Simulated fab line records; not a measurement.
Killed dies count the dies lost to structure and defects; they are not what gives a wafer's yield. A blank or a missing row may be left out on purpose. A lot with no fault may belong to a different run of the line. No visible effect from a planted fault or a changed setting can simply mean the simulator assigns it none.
Chamber matching	flow n5 finfet	N5_MOL_CONTACT_COAG_ALD_123 on ald sin-02 has 4 sister chambers
The step deposits SiNx, target thk 5 nm, pulse time 1 s, purge time 2 s. 8 wafers are shown with their chamber, then 11 later ones without.

## EACH WAFER AND ITS CHAMBER
wafer	chamber	heater power w (W)	precursor pulse height rel
L080.3	1	910	0.997
L081.5	0	787	0.992
L083.3	1	902	0.989
L083.5	0	766	1.003
L085.2	2	851	0.977
L085.5	3	860	1.013
L085.6	2	846	1.013
L086.2	3	856	1.008

## WAFERS WITH NO CHAMBER GIVEN
wafer	heater power w (W)	precursor pulse height rel
L086.5	852	0.978
L086.6	778	0.994
L089.1	849	0.983
L089.5	856	0.997
L089.6	792	1.027
L093.2	801	1.008
L093.3	853	0.968
L093.4	830	0.996
L097.3	875	0.978
L097.4	905	1.005
L097.5	826	0.977

## WHICH CHAMBER EACH WENT THROUGH
wafer	from the rows above	in truth
L086.5	can't be placed: 2 or 3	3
L086.6	0	0
L089.1	can't be placed: 2 or 3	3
L089.5	can't be placed: 2 or 3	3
L089.6	0	0
L093.2	0	0
L093.3	can't be placed: 2 or 3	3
L093.4	can't be placed: 2 or 3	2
L097.3	can't be placed: 3 or 2 or 1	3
L097.4	1	1
L097.5	can't be placed: 2 or 3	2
4 of 11 placed correctly. Unplaceable from these rows: 7, with the true chamber sitting among the candidates in 7. Wrongly placed: 0.
How it was worked out, from the rows above alone: a wafer's distance from a chamber is the root of the sum, over the readings, of the square of ((its reading less the chamber's mean) divided by the reading's scatter). The wafer belongs to the nearest chamber; if the next one is less than 2 further off, it can't be placed. The mean given for a chamber averages the wafers shown for that chamber. The scatter: take each reading less its chamber's mean, square it, sum over the shown wafers, divide by the number of wafers less the number of chambers, and take the root.
